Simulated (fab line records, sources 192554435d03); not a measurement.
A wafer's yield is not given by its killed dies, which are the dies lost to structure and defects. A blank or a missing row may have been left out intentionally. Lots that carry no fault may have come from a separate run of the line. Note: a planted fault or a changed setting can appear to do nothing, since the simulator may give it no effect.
fab line records	flow n5-finfet	part 1 of 2: steps 1 to 3 of 6
record lots=22	wafers=66	last-day=17
route steps=1938 shown GATE_CUT@470
lots that met no fault: from a run of the same line without faults
start-h: the number of hours between the record's first day and the start of the first shown wafer of the lot	wait-h: hours since the lot's step before	" unchanged from the row above	L1.1+2: a row that stands for several wafers	- no value present, or no start provided	* or withheld: withheld	< > ~ a bound
route shown NAME@n: names a module that has steps shown in the file, with the first one's number in the route	usual: mean/standard deviation of fault-free wafers	same: alike in all rows	chamber/n: place in a boat	sites: each site's reading	_std_site: the values' standard deviation	_edge_site: mean of outer sites minus mean of inner sites	radius-mm: for every site, how far away it sits from the centre of the wafer	mask NAME#n: copy n	behind: tool/chamber where the wafer was last shaped	hold: cause of the lot's hold/its duration in hours/its outcome	device: the n, p or np transistor that did not switch	end of line: tests run on the same wafers once the route is complete	where a step has no rows: the recipe by itself	killed: dies that structure and defects cost at the first sort, which is not the same as the wafer's yield	map: the dies of a wafer, with x for killed, . for not killed, _ for no die there
set.NAME: setting as actually run; set.NAME@STEP: the setting as run at that earlier step	model.NAME: the simulator's own value behind a step, which no gauge read
a sample of lots followed through the steps of the route, with each step as a table and each wafer as a row
services: when a tool's chamber went out of use (start-h, in hours from the record's first day, below 0 if earlier), for how many hours, and the reason
## steps
# step N5_GATE_CUT_STRIP_59
# recipe chemistry=N2/H2	time-s=20	power-w=100	temp-c=40	pressure-mtorr=100	rf-frequency-hz=6e+07	bias-power-w=3	n2-flow-sccm=300	h2-flow-sccm=300
# usual drypump-motor-current-A=6.0/0.45	oes-product-au=0.80/0.1	rf-vpp-V=45.3/0.87	showerhead-plenum-p-Torr=3.37/0.092	throttle-valve-pct=12.2/0.33
lot.wafer	tool	chamber	start-h	wait-h	drypump-motor-current-A	oes-product-au	rf-hours-counter-h	rf-vpp-V	showerhead-plenum-p-Torr	throttle-valve-pct
L074.2	rie-diel-03	2	82.93	0.1	6.6	0.69	235	45.8	3.43	12.3
L074.4	"	1	"	"	5.7	0.78	142	44.0	3.21	12.2
L074.5	"	0	"	"	6.2	0.71	-	45.2	3.35	12.3
L075.1	rie-diel-02	1	85.02	0.1	6.6	0.83	63	45.0	3.42	11.9
L075.2	"	0	"	"	6.3	0.72	182	47.3	3.46	12.0
L075.5	"	2	"	"	6.1	0.72	-	46.0	3.38	12.9
L076.3	rie-diel-02	2	91.82	0.1	6.1	0.70	226	45.1	3.38	12.9
L076.5	"	1	"	"	6.6	0.82	-	45.5	3.42	11.9
L076.6	"	2	"	"	6.2	0.70	-	45.8	3.37	12.9
L077.2	rie-diel-03	2	97.88	0.1	6.6	0.69	239	45.8	3.43	12.3
L077.3	"	0	"	"	6.2	0.70	232	44.1	3.34	12.3
L077.4	"	3	"	"	5.7	0.71	187	45.4	3.49	12.4
L078.2	rie-diel-02	0	104.86	0.1	6.3	0.71	189	44.9	3.46	12.0
L078.3	"	1	"	"	6.6	0.83	69	47.2	3.42	11.9
L078.4	"	3	"	"	5.3	0.90	27	45.6	3.31	11.8
L079.2	rie-diel-02	3	111.42	0.1	5.2	0.90	28	44.5	3.31	11.8
L079.3	"	1	"	"	6.6	0.83	71	44.7	3.42	11.9
L079.6	"	2	"	"	6.2	0.71	-	44.0	3.37	12.9
L080.3	rie-diel-03	0	118.84	0.1	6.2	0.69	238	46.3	3.34	12.4
L080.4	"	1	"	"	5.7	0.76	153	45.1	3.20	12.2
L080.6	"	3	"	"	5.7	0.71	-	43.9	3.49	12.5
L081.3	rie-diel-03	0	122.34	0.1	6.2	0.70	239	43.9	3.34	12.4
L081.4	"	3	"	"	5.8	0.71	195	45.0	3.49	12.5
L081.6	"	2	"	"	6.6	0.69	-	46.7	3.43	12.3
L082.1	rie-diel-06	0	125.67	0.1	6.0	0.86	61	44.4	3.44	12.2
L082.2	"	1	"	"	5.5	0.69	249	44.5	3.34	12.5
L082.3	"	2	"	"	5.3	0.76	143	45.7	3.40	12.5
L083.2	rie-diel-03	1	132.14	0.1	5.7	0.77	157	46.0	3.20	12.2
L083.5	"	1	"	"	5.7	0.77	-	45.4	3.20	12.3
L083.6	"	0	"	"	6.2	0.70	-	45.3	3.34	12.4
L084.2	rie-diel-02	0	139.50	0.1	6.3	0.70	198	46.5	3.45	12.0
L084.3	"	2	"	"	6.1	0.70	239	44.7	3.37	12.9
L084.4	"	3	"	"	5.2	0.88	36	45.7	3.30	11.8
L085.1	rie-diel-02	3	149.08	0.1	5.2	0.87	39	44.7	3.30	11.8
L085.4	"	1	"	"	6.6	0.80	81	46.1	3.41	12.0
L085.5	"	2	"	"	6.1	0.69	-	46.0	3.37	12.9
L086.1	rie-diel-02	3	156.78	0.1	5.2	0.86	42	44.1	3.30	11.8
L086.2	"	0	"	"	6.3	0.70	203	46.7	3.45	12.0
L086.6	"	0	"	"	6.3	0.70	-	47.6	3.45	12.0
L088.2	rie-diel-03	2	165.69	0.1	6.6	0.97	6	45.4	3.42	11.7
L088.5	"	3	"	"	5.8	0.69	-	45.6	3.48	12.5
L088.6	"	2	"	"	6.6	0.99	-	45.3	3.42	11.7
L087.1	rie-diel-03	3	166.42	0.1	5.7	0.69	211	45.9	3.48	12.5
L087.2	"	2	"	"	6.6	0.99	6	46.9	3.42	11.7
L087.4	"	1	"	"	5.7	0.76	-	45.1	3.19	12.3
L089.1	rie-diel-06	1	178.75	0.1	5.5	0.96	9	44.9	3.33	11.9
L089.4	"	0	"	"	6.1	0.85	80	45.3	3.43	12.3
L089.6	"	0	"	"	6.1	0.84	-	43.7	3.43	12.3
L090.1	rie-diel-03	0	185.25	0.1	6.2	1.00	4	46.9	3.33	11.8
L090.3	"	3	"	"	5.7	0.68	218	46.2	3.48	12.5
L090.5	"	1	"	"	5.7	0.75	-	45.5	3.19	12.3
L091.2	rie-diel-03	3	189.29	0.1	5.7	0.69	219	45.6	3.47	12.5
L091.4	"	2	"	"	6.6	0.95	13	45.9	3.42	11.7
L091.6	"	3	"	"	5.7	0.68	-	46.8	3.47	12.5
L092.2	rie-diel-06	2	193.83	0.1	5.4	0.75	166	45.5	3.38	12.6
L092.4	"	3	"	"	5.4	0.90	40	45.2	3.56	11.8
L092.6	"	1	"	"	5.5	0.95	-	43.5	3.33	11.9
L094.1	rie-diel-02	3	205.07	0.1	5.3	0.83	59	45.5	3.29	11.9
L094.5	"	2	"	"	6.1	0.97	-	45.9	3.36	12.3
L094.6	"	3	"	"	5.3	0.83	-	46.2	3.29	11.9
L095.1	rie-diel-03	1	207.60	0.1	5.7	0.75	184	45.5	3.18	12.3
L095.2	"	2	"	"	6.6	0.94	20	45.6	3.41	11.7
L095.5	"	3	"	"	5.7	0.68	-	46.2	3.47	12.5
L097.3	rie-diel-02	2	219.93	0.1	6.1	0.98	7	45.3	3.36	12.3
L097.5	"	3	"	"	5.3	0.82	-	44.7	3.29	11.9
L097.6	"	0	"	"	6.3	0.69	-	44.4	3.44	12.1
# step N5_GATE_CUT_ETCH_37
# recipe chemistry=N2/H2	target=SOC	target-depth-a=600	overetch-a=120	mask-material=SiARC	temp-c=40	time-s=90	ion-energy-ev=200	pressure-mtorr=30	source-w=840	bias-w=150	n2-flow-sccm=200	h2-flow-sccm=200
# usual drypump-motor-current-A=5.9/0.47	oes-product-au=0.71/0.079	rf-vpp-V=524.2/2.2	showerhead-plenum-p-Torr=2.55/0.07	throttle-valve-pct=17.8/0.37
lot.wafer	tool	chamber	start-h	wait-h	drypump-motor-current-A	oes-product-au	rf-hours-counter-h	rf-vpp-V	showerhead-plenum-p-Torr	throttle-valve-pct
L074.2	rie-diel-03	1	86.29	0.0	5.7	0.69	143	519.9	2.41	17.8
L074.4	"	2	"	"	6.6	0.62	235	527.0	2.59	17.8
L074.5	"	0	"	"	6.2	0.62	-	524.1	2.52	17.9
L075.1	rie-diel-02	3	88.75	0.0	5.3	0.79	21	521.2	2.49	17.5
L075.2	"	2	"	"	6.1	0.63	224	522.4	2.54	18.6
L075.5	"	0	"	"	6.3	0.64	-	525.7	2.61	17.4
L076.3	rie-diel-02	0	95.17	0.0	6.3	0.64	185	525.8	2.61	17.4
L076.5	"	2	"	"	6.1	0.64	-	522.8	2.54	18.6
L076.6	"	1	"	"	6.6	0.75	-	524.4	2.58	17.5
L077.2	rie-diel-02	0	102.08	0.0	6.2	0.63	188	526.3	2.61	17.4
L077.3	"	1	"	"	6.6	0.75	68	525.2	2.57	17.5
L077.4	"	3	"	"	5.3	0.79	26	521.9	2.49	17.5
L078.2	rie-diel-02	1	108.29	0.0	6.6	0.74	71	524.4	2.57	17.5
L078.3	"	3	"	"	5.2	0.79	28	521.3	2.49	17.5
L078.4	"	2	"	"	6.2	0.63	231	522.7	2.54	18.6
L079.2	rie-diel-02	0	114.78	0.0	6.3	0.64	191	526.5	2.61	17.4
L079.3	"	1	"	"	6.6	0.74	72	525.0	2.57	17.5
L079.6	"	3	"	"	5.3	0.79	-	522.6	2.49	17.5
L080.3	rie-diel-06	3	122.79	0.0	5.4	0.82	17	527.4	2.70	17.4
L080.4	"	2	"	"	5.4	0.70	142	524.7	2.56	18.2
L080.6	"	2	"	"	5.4	0.70	-	523.9	2.56	18.2
L081.3	rie-diel-06	1	125.81	0.0	5.5	0.62	249	523.1	2.51	18.1
L081.4	"	3	"	"	5.4	0.82	18	530.0	2.70	17.4
L081.6	"	3	"	"	5.4	0.83	-	527.7	2.70	17.4
L082.1	rie-diel-02	2	129.33	0.0	6.1	0.63	237	522.8	2.54	18.6
L082.2	"	1	"	"	6.6	0.74	76	525.1	2.57	17.5
L082.3	"	3	"	"	5.3	0.78	34	522.8	2.48	17.5
L083.2	rie-diel-03	2	135.60	0.0	6.6	0.61	250	525.9	2.58	17.8
L083.5	"	2	"	"	6.6	0.61	-	526.8	2.58	17.8
L083.6	"	3	"	"	5.7	0.64	-	526.8	2.63	18.0
L084.2	rie-diel-03	1	142.88	0.0	5.7	0.68	161	519.8	2.40	17.8
L084.3	"	3	"	"	5.7	0.63	201	526.3	2.63	18.0
L084.4	"	0	"	"	6.2	0.61	-	522.9	2.51	17.9
L085.1	rie-diel-03	3	152.90	0.0	5.7	0.62	205	525.3	2.63	18.1
L085.4	"	0	"	"	6.2	0.61	-	524.5	2.51	17.9
L085.5	"	1	"	"	5.7	0.67	-	520.7	2.40	17.8
L086.1	rie-diel-02	1	160.19	0.0	6.6	0.73	85	523.4	2.57	17.6
L086.2	"	0	"	"	6.3	0.63	204	525.8	2.60	17.4
L086.6	"	2	"	"	6.1	0.62	-	523.8	2.53	18.6
L088.2	rie-diel-02	2	169.42	0.0	6.1	0.63	249	523.9	2.53	18.6
L088.5	"	2	"	"	6.1	0.62	-	522.5	2.53	18.6
L088.6	"	3	"	"	5.3	0.76	-	522.5	2.48	17.5
L087.1	rie-diel-06	1	170.01	0.0	5.5	0.86	6	522.7	2.51	17.7
L087.2	"	3	"	"	5.4	0.80	33	527.1	2.69	17.4
L087.4	"	0	"	"	6.1	0.74	77	525.0	2.59	18.0
L089.1	rie-diel-03	2	182.11	0.0	6.6	0.85	11	525.4	2.58	17.3
L089.4	"	3	"	"	5.7	0.62	217	525.9	2.62	18.1
L089.6	"	0	"	"	6.2	0.89	-	522.9	2.51	17.4
L090.1	rie-diel-02	0	189.05	0.0	6.3	0.61	214	524.2	2.60	17.5
L090.3	"	3	"	"	5.2	0.75	54	521.3	2.48	17.5
L090.5	"	3	"	"	5.2	0.75	-	522.4	2.48	17.5
L091.2	rie-diel-03	3	192.70	0.0	5.7	0.62	221	525.9	2.62	18.1
L091.4	"	0	"	"	6.2	0.86	6	522.6	2.51	17.4
L091.6	"	2	"	"	6.6	0.83	-	523.5	2.57	17.3
L092.2	rie-diel-06	2	197.19	0.0	5.3	0.68	167	524.2	2.55	18.3
L092.4	"	3	"	"	5.4	0.78	41	529.3	2.69	17.4
L092.6	"	2	"	"	5.4	0.68	-	524.0	2.55	18.3
L094.1	rie-diel-02	2	208.64	0.0	6.1	0.86	4	522.5	2.53	18.1
L094.5	"	3	"	"	5.2	0.74	-	522.4	2.47	17.5
L094.6	"	0	"	"	6.3	0.61	-	525.3	2.59	17.5
L095.1	rie-diel-06	1	211.13	0.0	5.5	0.82	19	521.7	2.50	17.7
L095.2	"	0	"	"	6.1	0.73	88	523.7	2.58	18.0
L095.5	"	3	"	"	5.4	0.78	-	528.1	2.69	17.4
L097.3	rie-diel-02	1	223.45	0.0	6.6	0.72	106	523.4	2.56	17.6
L097.5	"	3	"	"	5.3	0.74	-	521.3	2.47	17.5
L097.6	"	0	"	"	6.3	0.62	-	526.7	2.59	17.5
# step N5_GATE_CUT_STRIP_41
# recipe chemistry=CF4	resist=SiARC	power-w=300	bias-power-w=75	pressure-mtorr=50	cf4-flow-sccm=150	rf-frequency-hz=6e+07
# usual drypump-motor-current-A=5.9/0.47	oes-product-au=0.183/0.021	rf-vpp-V=271.2/1.3	showerhead-plenum-p-Torr=1.81/0.048	throttle-valve-pct=13.59/0.3
lot.wafer	tool	chamber	start-h	wait-h	drypump-motor-current-A	oes-product-au	rf-hours-counter-h	rf-vpp-V	showerhead-plenum-p-Torr	throttle-valve-pct
L074.2	rie-diel-03	1	86.43	0.0	5.7	0.179	143	267.9	1.75	13.93
L074.4	"	2	"	"	6.6	0.158	235	271.3	1.84	13.82
L074.5	"	0	"	"	6.2	0.163	-	271.1	1.75	13.44
L075.1	rie-diel-02	3	88.89	0.0	5.3	0.207	21	270.9	1.77	13.32
L075.2	"	2	"	"	6.1	0.166	224	270.0	1.78	13.98
L075.5	"	0	"	"	6.2	0.163	-	272.7	1.88	13.53
L076.3	rie-diel-02	0	95.32	0.0	6.3	0.161	185	272.5	1.88	13.52
L076.5	"	2	"	"	6.1	0.165	-	269.0	1.78	13.99
L076.6	"	1	"	"	6.6	0.193	-	270.5	1.83	13.36
L077.2	rie-diel-02	0	102.23	0.0	6.3	0.162	188	271.7	1.88	13.53
L077.3	"	1	"	"	6.6	0.194	68	270.1	1.83	13.35
L077.4	"	3	"	"	5.3	0.206	26	269.7	1.77	13.32
L078.2	rie-diel-02	1	108.44	0.0	6.6	0.192	71	270.9	1.82	13.37
L078.3	"	3	"	"	5.2	0.204	28	270.7	1.77	13.35
L078.4	"	2	"	"	6.1	0.165	231	272.2	1.78	13.96
L079.2	rie-diel-02	0	114.92	0.0	6.2	0.166	192	271.8	1.87	13.54
L079.3	"	1	"	"	6.7	0.196	72	271.3	1.82	13.36
L079.6	"	3	"	"	5.3	0.206	-	270.4	1.77	13.34
L080.3	rie-diel-06	3	122.93	0.0	5.4	0.212	17	273.4	1.89	13.19
L080.4	"	2	"	"	5.3	0.179	142	271.1	1.83	13.99
L080.6	"	2	"	"	5.4	0.182	-	270.7	1.83	13.97
L081.3	rie-diel-06	1	125.96	0.0	5.5	0.163	249	270.1	1.77	13.83
L081.4	"	3	"	"	5.4	0.208	18	272.5	1.89	13.19
L081.6	"	3	"	"	5.4	0.221	-	272.9	1.89	13.17
L082.1	rie-diel-02	2	129.47	0.0	6.1	0.163	237	270.6	1.77	13.99
L082.2	"	1	"	"	6.7	0.192	77	270.1	1.82	13.38
L082.3	"	3	"	"	5.3	0.203	34	270.5	1.76	13.33
L083.2	rie-diel-03	2	135.75	0.0	6.6	0.157	250	272.8	1.83	13.89
L083.5	"	2	"	"	6.6	0.156	-	272.4	1.83	13.86
L083.6	"	3	"	"	5.7	0.163	-	272.9	1.86	13.82
L084.2	rie-diel-03	1	143.03	0.0	5.7	0.171	161	270.3	1.75	14.00
L084.3	"	3	"	"	5.7	0.159	201	273.8	1.86	13.85
L084.4	"	0	"	"	6.2	0.151	-	272.2	1.74	13.47
L085.1	rie-diel-03	3	153.04	0.0	5.7	0.162	205	273.1	1.86	13.87
L085.4	"	0	"	"	6.2	0.155	-	270.5	1.74	13.50
L085.5	"	1	"	"	5.7	0.179	-	269.3	1.75	13.98
L086.1	rie-diel-02	1	160.33	0.0	6.6	0.184	85	272.0	1.82	13.38
L086.2	"	0	"	"	6.3	0.163	204	271.9	1.87	13.56
L086.6	"	2	"	"	6.1	0.164	-	269.3	1.77	14.01
L088.2	rie-diel-02	2	169.56	0.0	6.1	0.164	249	270.4	1.77	14.00
L088.5	"	2	"	"	6.1	0.153	-	270.6	1.77	14.01
L088.6	"	3	"	"	5.2	0.195	-	269.7	1.76	13.38
L087.1	rie-diel-06	1	170.15	0.0	5.4	0.219	6	270.3	1.77	13.30
L087.2	"	3	"	"	5.4	0.204	33	273.9	1.89	13.22
L087.4	"	0	"	"	6.1	0.197	77	271.5	1.82	13.72
L089.1	rie-diel-03	2	182.25	0.0	6.6	0.218	11	272.5	1.83	13.31
L089.4	"	3	"	"	5.7	0.158	217	271.3	1.85	13.88
L089.6	"	0	"	"	6.2	0.228	-	270.6	1.74	12.91
L090.1	rie-diel-02	0	189.20	0.0	6.3	0.155	214	272.1	1.87	13.60
L090.3	"	3	"	"	5.2	0.190	54	269.9	1.76	13.40
L090.5	"	3	"	"	5.2	0.192	-	270.3	1.76	13.39
L091.2	rie-diel-03	3	192.85	0.0	5.7	0.161	221	271.8	1.85	13.89
L091.4	"	0	"	"	6.2	0.219	6	270.6	1.74	12.95
L091.6	"	2	"	"	6.6	0.218	-	273.8	1.83	13.30
L092.2	rie-diel-06	2	197.34	0.0	5.3	0.181	168	271.0	1.82	14.02
L092.4	"	3	"	"	5.4	0.199	41	274.8	1.88	13.23
L092.6	"	2	"	"	5.3	0.169	-	271.3	1.82	14.04
L094.1	rie-diel-02	2	208.78	0.0	6.1	0.224	4	270.4	1.77	13.42
L094.5	"	3	"	"	5.2	0.193	-	271.2	1.76	13.40
L094.6	"	0	"	"	6.3	0.162	-	271.4	1.87	13.62
L095.1	rie-diel-06	1	211.28	0.0	5.5	0.219	19	270.9	1.77	13.31
L095.2	"	0	"	"	6.0	0.194	89	271.0	1.82	13.72
L095.5	"	3	"	"	5.4	0.203	-	274.0	1.88	13.24
L097.3	rie-diel-02	1	223.59	0.0	6.6	0.181	106	271.1	1.81	13.45
L097.5	"	3	"	"	5.3	0.188	-	268.9	1.76	13.42
L097.6	"	0	"	"	6.3	0.153	-	272.1	1.86	13.62
